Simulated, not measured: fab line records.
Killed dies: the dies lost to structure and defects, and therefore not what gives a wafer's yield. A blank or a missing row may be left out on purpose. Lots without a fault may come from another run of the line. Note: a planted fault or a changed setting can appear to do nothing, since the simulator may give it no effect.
fab line records + flow n5-finfet + part 2 of 2: steps 5 to 6 of 6
record:
- lots: 23
- wafers: 69
- last-day: 18
route steps=1938 shown MOL_CONTACT_COAG@540
lots that met no fault: taken from a fault-free run of the same line
start-h: the number of hours between the record's first day and the start of the first shown wafer of the lot + wait-h: hours from the lot's prior step to this one + " repeats the value in the row above + L1.1+2: a single row standing in for several wafers + - value missing, or start not given + * or withheld: withheld + < > ~ a bound
route shown NAME@n: a module of which the file shows steps, and the number in the route of the first + usual: mean/standard deviation taken from wafers without a fault + same: alike in all rows + chamber/n: place in a boat + sites: the reading at each site + _std_site: their standard deviation + _edge_site: the outer-site mean with the inner-site mean subtracted + radius-mm: how far each site lies from the wafer's centre + mask NAME#n: copy n + behind: the last tool/chamber to shape the wafer + hold: the reason the lot was held/the length of the hold in hours/how it ended + device: which transistor (n, p or np) failed to switch + end of line: tests run on the same wafers once the route is complete + a step given without rows: its recipe and nothing more + killed: dies lost to structure and defects at the first sort, not the wafer's yield + map: shows each die of a wafer: x if killed, . if not, _ if none is there
set.NAME: setting as actually run; set.NAME@STEP: the setting as run at that earlier step + model.NAME: the simulator's own value behind a step, which no gauge read
route steps across a sampled set of lots; one table per step, one row per wafer
services: from which hour (start-h, from the record's first day; less than 0 if before it) a tool's chamber was out of use, for how many hours, and why
== steps ==
step: N5_MOL_CONTACT_COAG_STRIP_96
recipe:
- chemistry: N2/H2
- power-w: 500
- temp-c: 40
- pressure-mtorr: 50
- rf-frequency-hz: 6e+07
- overash-fraction: 0.3
- bias-power-w: 28
- h2-frac: 0.5
- n2-flow-sccm: 300
- h2-flow-sccm: 300
usual:
- drypump-motor-current-A: 5.7/0.41
- oes-product-au: 0.77/0.082
- rf-vpp-V: 121.8/1.1
- showerhead-plenum-p-Torr: 3.37/0.12
- throttle-valve-pct: 18.9/0.41
| lot.wafer | tool        | chamber | start-h | wait-h | drypump-motor-current-A | oes-product-au | rf-hours-counter-h | rf-vpp-V | showerhead-plenum-p-Torr | throttle-valve-pct |
|-----------|-------------|---------|---------|--------|-------------------------|----------------|--------------------|----------|--------------------------|--------------------|
| L074.1    | rie-diel-02 | 1       | 99.34   | 0.0    | 5.9                     | 0.69           | 225                | 121.2    | 3.19                     | 18.8               |
| L074.2    | "           | 3       | "       | "      | 6.4                     | 0.83           | 55                 | 121.8    | 3.43                     | 19.0               |
| L074.3    | "           | 0       | "       | "      | 5.1                     | 0.72           | 190                | 121.8    | 3.21                     | 19.4               |
| L075.1    | rie-diel-02 | 0       | 104.20  | 0.0    | 5.1                     | 0.72           | 192                | 119.3    | 3.21                     | 19.4               |
| L075.3    | "           | 3       | "       | "      | 6.4                     | 0.84           | 57                 | 122.0    | 3.43                     | 19.0               |
| L075.4    | "           | 3       | "       | "      | 6.4                     | 0.85           | -                  | 123.6    | 3.43                     | 19.0               |
| L076.1    | rie-diel-03 | 2       | 113.37  | 0.0    | 5.6                     | 0.77           | 110                | 122.0    | 3.34                     | 18.3               |
| L076.4    | "           | 3       | "       | "      | 6.0                     | 0.88           | 43                 | 123.7    | 3.41                     | 18.8               |
| L076.6    | "           | 0       | "       | "      | 5.4                     | 0.68           | -                  | 120.5    | 3.21                     | 19.1               |
| L077.2    | rie-diel-03 | 0       | 115.76  | 0.0    | 5.4                     | 0.69           | 217                | 121.2    | 3.21                     | 19.1               |
| L077.4    | "           | 1       | "       | "      | 6.2                     | 0.70           | 230                | 121.0    | 3.30                     | 19.0               |
| L077.6    | "           | 3       | "       | "      | 6.0                     | 0.88           | -                  | 121.1    | 3.40                     | 18.8               |
| L078.1    | rie-diel-03 | 1       | 124.48  | 0.0    | 6.1                     | 0.69           | 232                | 121.5    | 3.30                     | 19.0               |
| L078.3    | "           | 0       | "       | "      | 5.4                     | 0.68           | 219                | 123.8    | 3.21                     | 19.1               |
| L078.4    | "           | 3       | "       | "      | 6.0                     | 0.89           | 48                 | 121.8    | 3.40                     | 18.8               |
| L079.2    | rie-diel-03 | 1       | 129.83  | 0.0    | 6.2                     | 0.70           | 234                | 120.4    | 3.30                     | 19.0               |
| L079.3    | "           | 3       | "       | "      | 6.0                     | 0.88           | 50                 | 122.4    | 3.40                     | 18.8               |
| L079.6    | "           | 3       | "       | "      | 6.0                     | 0.88           | -                  | 122.4    | 3.40                     | 18.8               |
| L080.1    | rie-diel-01 | 0       | 133.44  | 0.0    | 5.8                     | 0.72           | 174                | 121.8    | 3.49                     | 18.6               |
| L080.3    | "           | 3       | "       | "      | 5.8                     | 0.70           | 188                | 124.3    | 3.47                     | 19.6               |
| L080.6    | "           | 0       | "       | "      | 5.8                     | 0.71           | -                  | 122.3    | 3.49                     | 18.6               |
| L081.4    | rie-diel-01 | 3       | 139.95  | 0.0    | 5.8                     | 0.69           | 190                | 121.4    | 3.47                     | 19.6               |
| L081.5    | "           | 3       | "       | "      | 5.8                     | 0.70           | -                  | 123.2    | 3.47                     | 19.6               |
| L081.6    | "           | 0       | "       | "      | 5.8                     | 0.71           | -                  | 122.8    | 3.49                     | 18.6               |
| L082.1    | rie-diel-03 | 2       | 147.71  | 0.0    | 5.7                     | 0.76           | 121                | 122.3    | 3.34                     | 18.3               |
| L082.5    | "           | 0       | "       | "      | 5.4                     | 0.67           | -                  | 120.6    | 3.20                     | 19.2               |
| L082.6    | "           | 3       | "       | "      | 6.0                     | 0.87           | -                  | 124.2    | 3.40                     | 18.8               |
| L083.2    | rie-diel-03 | 0       | 153.60  | 0.0    | 5.4                     | 0.67           | 230                | 120.9    | 3.20                     | 19.1               |
| L083.4    | "           | 1       | "       | "      | 6.2                     | 0.70           | 243                | 121.3    | 3.29                     | 19.0               |
| L083.6    | "           | 2       | "       | "      | 5.6                     | 0.75           | -                  | 120.8    | 3.34                     | 18.3               |
| L084.1    | rie-diel-01 | 2       | 157.13  | 0.0    | 5.1                     | 0.89           | 40                 | 122.0    | 3.26                     | 18.2               |
| L084.3    | "           | 1       | "       | "      | 6.1                     | 0.76           | 179                | 122.4    | 3.36                     | 18.7               |
| L084.4    | "           | 1       | "       | "      | 6.1                     | 0.77           | -                  | 122.6    | 3.35                     | 18.7               |
| L085.1    | rie-diel-01 | 2       | 166.26  | 0.0    | 5.1                     | 0.89           | 43                 | 121.9    | 3.26                     | 18.2               |
| L085.3    | "           | 1       | "       | "      | 6.1                     | 0.76           | 182                | 120.0    | 3.35                     | 18.7               |
| L085.5    | "           | 1       | "       | "      | 6.1                     | 0.75           | -                  | 123.0    | 3.35                     | 18.7               |
| L087.2    | rie-diel-03 | 2       | 176.65  | 0.0    | 5.6                     | 0.75           | 131                | 121.0    | 3.33                     | 18.3               |
| L087.5    | "           | 2       | "       | "      | 5.6                     | 0.75           | -                  | 123.8    | 3.33                     | 18.3               |
| L087.6    | "           | 3       | "       | "      | 6.0                     | 0.83           | -                  | 122.3    | 3.39                     | 18.9               |
| L088.1    | rie-diel-01 | 1       | 180.60  | 0.0    | 6.1                     | 0.75           | 187                | 121.9    | 3.35                     | 18.7               |
| L088.3    | "           | 3       | "       | "      | 5.8                     | 0.70           | 205                | 122.1    | 3.46                     | 19.6               |
| L088.5    | "           | 3       | "       | "      | 5.8                     | 0.69           | -                  | 122.9    | 3.46                     | 19.6               |
| L089.1    | rie-diel-01 | 0       | 189.44  | 0.0    | 5.8                     | 0.70           | 184                | 120.9    | 3.49                     | 18.6               |
| L089.2    | "           | 2       | "       | "      | 5.1                     | 0.87           | 51                 | 120.6    | 3.26                     | 18.2               |
| L089.6    | "           | 1       | "       | "      | 6.1                     | 0.75           | -                  | 122.9    | 3.35                     | 18.7               |
| L090.1    | rie-diel-02 | 0       | 193.40  | 0.0    | 5.0                     | 0.71           | 226                | 122.2    | 3.19                     | 19.4               |
| L090.5    | "           | 3       | "       | "      | 6.4                     | 0.80           | -                  | 122.1    | 3.41                     | 19.0               |
| L090.6    | "           | 2       | "       | "      | 5.3                     | 0.87           | -                  | 120.5    | 3.58                     | 19.2               |
| L091.1    | rie-diel-01 | 3       | 204.86  | 0.0    | 5.7                     | 0.69           | 213                | 119.8    | 3.46                     | 19.6               |
| L091.5    | "           | 3       | "       | "      | 5.8                     | 0.69           | -                  | 122.5    | 3.46                     | 19.6               |
| L091.6    | "           | 2       | "       | "      | 5.2                     | 0.85           | -                  | 120.8    | 3.26                     | 18.2               |
| L092.1    | rie-diel-02 | 3       | 206.47  | 0.0    | 6.4                     | 0.81           | 91                 | 120.9    | 3.41                     | 19.0               |
| L092.3    | "           | 1       | "       | "      | 5.9                     | 0.95           | 4                  | 123.1    | 3.58                     | 18.4               |
| L092.4    | "           | 2       | "       | "      | 5.3                     | 0.86           | 33                 | 124.4    | 3.57                     | 19.2               |
| L093.2    | rie-diel-01 | 1       | 222.83  | 0.0    | 6.1                     | 0.74           | 200                | 121.6    | 3.34                     | 18.8               |
| L093.4    | "           | 0       | "       | "      | 5.8                     | 0.69           | 195                | 122.7    | 3.48                     | 18.6               |
| L093.5    | "           | 0       | "       | "      | 5.8                     | 0.69           | -                  | 124.5    | 3.48                     | 18.6               |
| L094.2    | rie-diel-02 | 3       | 225.04  | 0.0    | 6.4                     | 0.80           | 97                 | 120.8    | 3.41                     | 19.1               |
| L094.4    | "           | 1       | "       | "      | 5.9                     | 0.93           | 10                 | 121.7    | 3.58                     | 18.5               |
| L094.6    | "           | 3       | "       | "      | 6.4                     | 0.80           | -                  | 121.6    | 3.41                     | 19.1               |
| L095.3    | rie-diel-02 | 3       | 230.96  | 0.0    | 6.4                     | 0.79           | 99                 | 121.4    | 3.41                     | 19.1               |
| L095.4    | "           | 2       | "       | "      | 5.3                     | 0.84           | 41                 | 123.1    | 3.57                     | 19.2               |
| L095.6    | "           | 2       | "       | "      | 5.3                     | 0.84           | -                  | 121.7    | 3.57                     | 19.2               |
| L096.1    | rie-diel-03 | 0       | 233.73  | 0.0    | 5.4                     | 0.98           | 3                  | 122.4    | 3.59                     | 18.7               |
| L096.5    | "           | 2       | "       | "      | 5.6                     | 0.72           | -                  | 122.1    | 3.32                     | 18.4               |
| L096.6    | "           | 0       | "       | "      | 5.4                     | 0.97           | -                  | 122.6    | 3.60                     | 18.7               |
| L097.4    | rie-diel-02 | 0       | 239.42  | 0.0    | 5.1                     | 0.69           | 242                | 121.1    | 3.19                     | 19.4               |
| L097.5    | "           | 2       | "       | "      | 5.3                     | 0.84           | -                  | 122.2    | 3.57                     | 19.2               |
| L097.6    | "           | 3       | "       | "      | 6.4                     | 0.80           | -                  | 121.9    | 3.41                     | 19.0               |
step: N5_MOL_CONTACT_COAG_ETCH_66
recipe:
- chemistry: CF4
- target: SiARC
- target-depth-a: 130
- mask-material: CAR-EUV
- time-s: 21.7
- ion-energy-ev: 80
- pressure-mtorr: 40
- source-w: 545
- bias-w: 36
- Ar_flow_sccm: 100
- cf4-flow-sccm: 100
- ends: cleared
usual:
- drypump-motor-current-A: 5.7/0.41
- etch-rf-on-time-s: 21.8/0.98
- oes-product-au: 0.67/0.085
- rf-vpp-V: 184.1/1.2
- showerhead-plenum-p-Torr: 2.16/0.086
- throttle-valve-pct: 15.63/0.24
| lot.wafer | tool        | chamber | start-h | wait-h | drypump-motor-current-A | etch-rf-on-time-s | oes-product-au | rf-hours-counter-h | rf-vpp-V | showerhead-plenum-p-Torr | throttle-valve-pct |
|-----------|-------------|---------|---------|--------|-------------------------|-------------------|----------------|--------------------|----------|--------------------------|--------------------|
| L074.1    | rie-diel-01 | 3       | 100.23  | 0.0    | 5.8                     | 20.7              | 0.62           | 177                | 186.3    | 2.22                     | 15.96              |
| L074.2    | "           | 2       | "       | "      | 5.1                     | 20.6              | 0.82           | 17                 | 184.2    | 2.08                     | 15.17              |
| L074.3    | "           | 0       | "       | "      | 5.8                     | 23.4              | 0.60           | 161                | 185.7    | 2.24                     | 15.81              |
| L075.1    | rie-diel-01 | 0       | 105.09  | 0.0    | 5.8                     | 23.4              | 0.60           | 163                | 185.2    | 2.24                     | 15.84              |
| L075.3    | "           | 2       | "       | "      | 5.1                     | 20.9              | 0.80           | 19                 | 183.1    | 2.08                     | 15.18              |
| L075.4    | "           | 1       | "       | "      | 6.1                     | 22.6              | 0.64           | 158                | 184.3    | 2.12                     | 15.52              |
| L076.1    | rie-diel-03 | 1       | 114.26  | 0.0    | 6.2                     | 22.1              | 0.60           | 229                | 183.5    | 2.10                     | 15.44              |
| L076.4    | "           | 0       | "       | "      | 5.4                     | 23.3              | 0.58           | 216                | 182.1    | 2.01                     | 15.69              |
| L076.6    | "           | 2       | "       | "      | 5.6                     | 22.4              | 0.67           | -                  | 184.1    | 2.17                     | 15.73              |
| L077.2    | rie-diel-02 | 0       | 116.58  | 0.0    | 5.0                     | 22.4              | 0.61           | 197                | 182.9    | 2.04                     | 15.79              |
| L077.4    | "           | 0       | "       | "      | 5.1                     | 22.2              | 0.61           | -                  | 183.0    | 2.04                     | 15.79              |
| L077.6    | "           | 3       | "       | "      | 6.4                     | 20.6              | 0.75           | -                  | 183.6    | 2.17                     | 15.39              |
| L078.1    | rie-diel-03 | 0       | 125.47  | 0.0    | 5.4                     | 23.2              | 0.58           | 220                | 182.6    | 2.01                     | 15.71              |
| L078.3    | "           | 3       | "       | "      | 6.0                     | 22.1              | 0.73           | 48                 | 185.7    | 2.19                     | 15.44              |
| L078.4    | "           | 1       | "       | "      | 6.2                     | 22.0              | 0.60           | 233                | 184.1    | 2.10                     | 15.45              |
| L079.2    | rie-diel-02 | 2       | 130.72  | 0.0    | 5.3                     | 20.3              | 0.84           | 5                  | 184.4    | 2.30                     | 15.59              |
| L079.3    | "           | 1       | "       | "      | 5.9                     | 22.3              | 0.58           | 237                | 182.3    | 2.03                     | 15.84              |
| L079.6    | "           | 2       | "       | "      | 5.3                     | 20.4              | 0.84           | -                  | 184.6    | 2.30                     | 15.61              |
| L080.1    | rie-diel-02 | 0       | 134.32  | 0.0    | 5.1                     | 22.6              | 0.61           | 203                | 183.8    | 2.04                     | 15.81              |
| L080.3    | "           | 2       | "       | "      | 5.3                     | 20.4              | 0.82           | 6                  | 185.3    | 2.30                     | 15.62              |
| L080.6    | "           | 1       | "       | "      | 5.9                     | 22.4              | 0.59           | -                  | 181.9    | 2.03                     | 15.85              |
| L081.4    | rie-diel-02 | 0       | 140.87  | 0.0    | 5.1                     | 22.7              | 0.60           | -                  | 183.8    | 2.03                     | 15.82              |
| L081.5    | "           | 1       | "       | "      | 5.9                     | 22.3              | 0.58           | -                  | 183.8    | 2.03                     | 15.83              |
| L081.6    | "           | 2       | "       | "      | 5.3                     | 20.5              | 0.82           | -                  | 184.2    | 2.30                     | 15.62              |
| L082.1    | rie-diel-03 | 0       | 148.92  | 0.0    | 5.4                     | 23.3              | 0.57           | 228                | 182.1    | 2.01                     | 15.73              |
| L082.5    | "           | 2       | "       | "      | 5.6                     | 22.6              | 0.64           | -                  | 183.2    | 2.17                     | 15.76              |
| L082.6    | "           | 3       | "       | "      | 6.0                     | 21.8              | 0.73           | -                  | 183.3    | 2.19                     | 15.46              |
| L083.2    | rie-diel-01 | 3       | 154.36  | 0.0    | 5.8                     | 20.7              | 0.62           | 196                | 185.1    | 2.21                     | 15.99              |
| L083.4    | "           | 3       | "       | "      | 5.8                     | 20.5              | 0.62           | -                  | 185.9    | 2.21                     | 16.01              |
| L083.6    | "           | 1       | "       | "      | 6.1                     | 22.2              | 0.64           | -                  | 184.3    | 2.12                     | 15.55              |
| L084.1    | rie-diel-01 | 3       | 157.89  | 0.0    | 5.8                     | 20.6              | 0.61           | 197                | 185.1    | 2.21                     | 16.02              |
| L084.3    | "           | 1       | "       | "      | 6.1                     | 22.4              | 0.63           | 179                | 183.3    | 2.11                     | 15.55              |
| L084.4    | "           | 1       | "       | "      | 6.1                     | 22.3              | 0.63           | -                  | 183.2    | 2.11                     | 15.56              |
| L085.1    | rie-diel-02 | 3       | 167.02  | 0.0    | 6.4                     | 21.0              | 0.73           | 76                 | 184.8    | 2.17                     | 15.42              |
| L085.3    | "           | 0       | "       | "      | 5.1                     | 22.5              | 0.59           | 216                | 183.7    | 2.03                     | 15.84              |
| L085.5    | "           | 2       | "       | "      | 5.3                     | 20.3              | 0.80           | -                  | 185.0    | 2.30                     | 15.65              |
| L087.2    | rie-diel-01 | 3       | 177.55  | 0.0    | 5.8                     | 20.8              | 0.61           | 205                | 184.5    | 2.21                     | 16.03              |
| L087.5    | "           | 0       | "       | "      | 5.8                     | 23.5              | 0.59           | -                  | 185.4    | 2.24                     | 15.86              |
| L087.6    | "           | 1       | "       | "      | 6.1                     | 22.5              | 0.63           | -                  | 183.5    | 2.11                     | 15.55              |
| L088.1    | rie-diel-02 | 3       | 181.49  | 0.0    | 6.4                     | 21.2              | 0.72           | 81                 | 181.9    | 2.17                     | 15.43              |
| L088.3    | "           | 0       | "       | "      | 5.0                     | 22.3              | 0.60           | 221                | 182.4    | 2.03                     | 15.84              |
| L088.5    | "           | 0       | "       | "      | 5.1                     | 22.3              | 0.60           | -                  | 183.7    | 2.03                     | 15.84              |
| L089.1    | rie-diel-01 | 0       | 190.20  | 0.0    | 5.8                     | 23.6              | 0.59           | 184                | 184.0    | 2.23                     | 15.85              |
| L089.2    | "           | 2       | "       | "      | 5.1                     | 21.0              | 0.76           | 51                 | 184.2    | 2.07                     | 15.24              |
| L089.6    | "           | 0       | "       | "      | 5.8                     | 23.7              | 0.59           | -                  | 183.5    | 2.23                     | 15.86              |
| L090.1    | rie-diel-03 | 1       | 194.61  | 0.0    | 6.2                     | 20.8              | 0.85           | 1                  | 184.4    | 2.09                     | 14.96              |
| L090.5    | "           | 1       | "       | "      | 6.2                     | 20.7              | 0.85           | -                  | 183.5    | 2.09                     | 14.96              |
| L090.6    | "           | 2       | "       | "      | 5.6                     | 22.7              | 0.63           | -                  | 184.5    | 2.17                     | 15.79              |
| L091.1    | rie-diel-02 | 3       | 205.64  | 0.0    | 6.4                     | 21.1              | 0.71           | 91                 | 183.9    | 2.16                     | 15.45              |
| L091.5    | "           | 1       | "       | "      | 5.9                     | 21.7              | 0.82           | -                  | 184.9    | 2.28                     | 15.35              |
| L091.6    | "           | 0       | "       | "      | 5.0                     | 22.2              | 0.60           | -                  | 183.6    | 2.03                     | 15.86              |
| L092.1    | rie-diel-01 | 2       | 207.23  | 0.0    | 5.1                     | 20.5              | 0.76           | 56                 | 182.8    | 2.07                     | 15.25              |
| L092.3    | "           | 0       | "       | "      | 5.8                     | 23.3              | 0.58           | 190                | 186.8    | 2.23                     | 15.87              |
| L092.4    | "           | 1       | "       | "      | 6.0                     | 22.5              | 0.61           | 196                | 183.7    | 2.11                     | 15.58              |
| L093.2    | rie-diel-03 | 2       | 223.79  | 0.0    | 5.6                     | 22.9              | 0.62           | 152                | 184.2    | 2.16                     | 15.83              |
| L093.4    | "           | 2       | "       | "      | 5.6                     | 22.7              | 0.62           | -                  | 184.1    | 2.16                     | 15.82              |
| L093.5    | "           | 2       | "       | "      | 5.6                     | 22.7              | 0.62           | -                  | 182.5    | 2.16                     | 15.80              |
| L094.2    | rie-diel-02 | 2       | 225.81  | 0.0    | 5.3                     | 20.2              | 0.76           | 40                 | 186.3    | 2.29                     | 15.66              |
| L094.4    | "           | 3       | "       | "      | 6.4                     | 21.2              | 0.71           | 97                 | 183.6    | 2.16                     | 15.46              |
| L094.6    | "           | 1       | "       | "      | 5.9                     | 21.9              | 0.79           | -                  | 186.0    | 2.27                     | 15.38              |
| L095.3    | rie-diel-03 | 2       | 232.07  | 0.0    | 5.5                     | 23.0              | 0.62           | 155                | 183.8    | 2.16                     | 15.83              |
| L095.4    | "           | 0       | "       | "      | 5.4                     | 22.4              | 0.82           | -                  | 186.3    | 2.25                     | 15.24              |
| L095.6    | "           | 2       | "       | "      | 5.5                     | 23.1              | 0.62           | -                  | 182.1    | 2.16                     | 15.82              |
| L096.1    | rie-diel-03 | 2       | 234.53  | 0.0    | 5.6                     | 23.0              | 0.61           | 156                | 183.8    | 2.16                     | 15.84              |
| L096.5    | "           | 3       | "       | "      | 6.0                     | 22.0              | 0.69           | -                  | 182.2    | 2.17                     | 15.52              |
| L096.6    | "           | 0       | "       | "      | 5.4                     | 22.3              | 0.82           | -                  | 185.2    | 2.25                     | 15.25              |
| L097.4    | rie-diel-01 | 2       | 240.43  | 0.0    | 5.1                     | 21.2              | 0.73           | 67                 | 183.3    | 2.06                     | 15.27              |
| L097.5    | "           | 3       | "       | "      | 5.8                     | 21.0              | 0.60           | -                  | 185.9    | 2.20                     | 16.06              |
| L097.6    | "           | 2       | "       | "      | 5.1                     | 21.3              | 0.73           | -                  | 183.2    | 2.06                     | 15.27              |
== services ==
| tool           | chamber | start-h | hours | kind                          |
|----------------|---------|---------|-------|-------------------------------|
| ald-sin-03     | 0       | 78.90   | 2.7   | repair                        |
| ald-sin-04     | 2       | 88.36   | 10.2  | repair                        |
| pvd-sputter-01 | -       | 90.43   | 3.6   | repair                        |
| pvd-sputter-01 | -       | 96.44   | 9.7   | repair                        |
| ald-sin-04     | 1       | 99.13   | 18.3  | repair                        |
| ald-sin-02     | -       | 107.27  | 6.0   | pm                            |
| rie-diel-01    | 3       | 110.08  | 4.3   | repair                        |
| rie-diel-03    | 2       | 128.56  | 3.6   | repair                        |
| ald-sin-03     | 0       | 136.85  | 2.9   | repair                        |
| rie-diel-02    | 3       | 139.10  | 12.7  | repair                        |
| rie-diel-01    | 0       | 143.26  | 26.3  | repair                        |
| ald-sin-03     | 1       | 174.75  | 4.0   | repair                        |
| rie-diel-03    | 1       | 174.77  | -     | clean                         |
| rie-diel-03    | 1       | 174.77  | -     | consumable-replace:focus-ring |
| rie-diel-03    | 1       | 174.77  | 17.9  | scheduled-down                |
| rie-diel-03    | 1       | 174.77  | 17.9  | vent-cycle                    |
| ald-sin-03     | -       | 178.04  | 14.0  | pm                            |
| rie-diel-03    | 0       | 206.91  | -     | clean                         |
| rie-diel-03    | 0       | 206.91  | -     | consumable-replace:focus-ring |
| rie-diel-03    | 0       | 206.91  | -     | consumable-replace:showerhead |
| rie-diel-03    | 0       | 206.91  | 19.3  | scheduled-down                |
| ald-sin-04     | -       | 212.48  | 14.6  | pm                            |
| rie-diel-01    | 0       | 227.96  | 4.4   | repair                        |
| ald-sin-04     | -       | 240.01  | 28.1  | pm                            |
